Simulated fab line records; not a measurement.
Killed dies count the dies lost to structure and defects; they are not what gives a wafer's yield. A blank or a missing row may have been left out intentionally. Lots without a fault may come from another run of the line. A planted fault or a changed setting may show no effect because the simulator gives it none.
Code-filled problem report in 8D (eight disciplines) form    flow nand-harc    the parts of the form that need people (team, actions taken, sign-off) are left out

## 1. THE ISSUE
heater-power-total-W at NHARC_A_M0_SOFTBAKE_04 reads a mean of 222.52 W on 5 wafers of 2 lots; wafers without a fault read 188.44 W with a standard deviation of 0.13. That is +99 or more standard deviations from the usual mean.
The step: time 55 s.
Seen first at day 27 17:00 on litho-track-04, wafer L201.1. Wafers with a number at this step in the record: 36, from 12 lots. Rule for "out" (also "out of limits"): further than 4 standard deviations from the usual mean. The rest of the wafers with a number are treated as sound.

## 2. WHAT IT IS; WHAT IT IS NOT
question                     is                                      is not
which readings at this step  heater-power-total-W                    chill-plate-temp-C
which lots                   L201, L202                              L189, L191, L192, L195, L205, L207, L208, L210, L211, L212
which wafers of those lots   L201.1, L201.3, L201.4, L202.1, L202.4  L202.2
read on which tools          litho-track-04                          litho-track-01, litho-track-06
when                         from day 27 17:00                       up to then (12 sound wafers); but 19 sound wafers of L202, L205, L207, L208, L210, L211, L212 came after

## 3. WHAT RULES OUT EACH SUSPECT
Counting: any tool at a process step up to the reading remains a suspect provided it ran every lot that is out. Sound lots after the first of them don't rule it out here, since some wafers of a struck lot are sound.
- litho-track-04 at NHARC_A_M0_SOFTBAKE_04 (time 55 s): kept. Every lot that is out went through it, the first being L201 (day 27 17:00); the last sound lot it ran before that was L195 (day 25 04:00). Its own readings are out on those wafers: heater-power-total-W.
Remaining after the count: litho-track-04 at NHARC_A_M0_SOFTBAKE_04.

## 4. THE CAUSE (what the simulator had put in)
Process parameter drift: litho-track-04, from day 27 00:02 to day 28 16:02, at NHARC_A_M0_SOFTBAKE_04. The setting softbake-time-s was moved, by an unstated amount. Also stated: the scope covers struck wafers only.
After counting, this tool was the only one left.

## 5. THE CHAIN OF EFFECTS, in route order
Rows list readings where the struck wafers' mean (over those with a number) sits beyond 3 standard deviations from the usual. Readings are gone through only where the record gives a usual standard deviation; hours: the median, over the lots, of the time from a lot's start at the first step in this table giving one to that lot's start at this step; sigmas: the change measured in usual standard deviations.
hours  step                    reading               usual     on struck wafers  change  sigmas
0      NHARC_A_M0_SOFTBAKE_04  heater-power-total-W  188.44 W  222.52            +34.08  +99 or more
Process steps it contains:
- NHARC_A_M0_SOFTBAKE_04: time 55 s.
Readings that are blank on the struck wafers while sound wafers have them: plate-temp-C at NHARC_A_M0_SOFTBAKE_04.
At these later measuring or inspecting steps, every struck wafer for which the step has a row has a number for every such reading, and none has moved that far: NHARC_END_SORT_01.

## 6. HOW IT WOULD HAVE BEEN CAUGHT EARLIER
In this record no reading fell out of limits until day 27 17:00, 17 hours after the fault had begun at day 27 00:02.
